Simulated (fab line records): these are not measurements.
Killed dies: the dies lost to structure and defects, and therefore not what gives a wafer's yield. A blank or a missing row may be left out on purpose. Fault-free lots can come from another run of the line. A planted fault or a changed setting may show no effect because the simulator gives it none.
Matching of chambers | flow n5-finfet | rie-diel-02 running N5_BEOL_M8_DESCUM_16: 4 sister chambers
The step chemistry O2, time 7.9 s. 8 wafers are shown with their chamber, then 12 later ones without.

## WAFERS WITH THEIR CHAMBER
wafer  | chamber | drypump-motor-current-A (A) | showerhead-plenum-p-Torr (Torr)
L088.4 | 1       | 5.88                        | 2.15
L092.1 | 1       | 5.87                        | 2.14
L094.4 | 3       | 5.55                        | 2.05
L094.5 | 0       | 5.65                        | 2.07
L094.6 | 2       | 5.35                        | 2.03
L093.1 | 0       | 5.56                        | 2.07
L093.2 | 2       | 5.40                        | 2.03
L093.5 | 3       | 5.56                        | 2.05

## WAFERS WHOSE CHAMBER IS MISSING
wafer  | drypump-motor-current-A (A) | showerhead-plenum-p-Torr (Torr)
L095.1 | 5.59                        | 2.07
L095.2 | 5.38                        | 2.03
L095.3 | 5.64                        | 2.07
L095.4 | 5.40                        | 2.03
L095.5 | 5.60                        | 2.07
L095.6 | 5.40                        | 2.03
L096.1 | 5.38                        | 2.03
L096.2 | 5.88                        | 2.14
L096.3 | 5.56                        | 2.07
L096.4 | 5.38                        | 2.03
L096.5 | 5.88                        | 2.14
L096.6 | 5.58                        | 2.07

## EACH ONE'S CHAMBER
wafer  | from the rows above | in truth
L095.1 | 0                   | 0
L095.2 | 2                   | 2
L095.3 | 0                   | 0
L095.4 | 2                   | 2
L095.5 | 0                   | 0
L095.6 | 2                   | 2
L096.1 | 2                   | 2
L096.2 | 1                   | 1
L096.3 | 0                   | 0
L096.4 | 2                   | 2
L096.5 | 1                   | 1
L096.6 | 0                   | 0
12 of 12 placed correctly. Left unplaced by these rows: 0. Number placed wrongly: 0.
How it was worked out, from the rows above alone: a wafer's distance from a chamber is the root of the sum, over the readings, of the square of ((its reading less the chamber's mean) divided by the reading's scatter). If the next closest chamber is less than 2 further off than the closest, the wafer can't be placed; otherwise it belongs to the closest. Each chamber's mean is taken over the wafers shown for it. The scatter: the root of (the sum of the squares of (reading less its chamber's mean) over the shown wafers, divided by (wafers less chambers)).
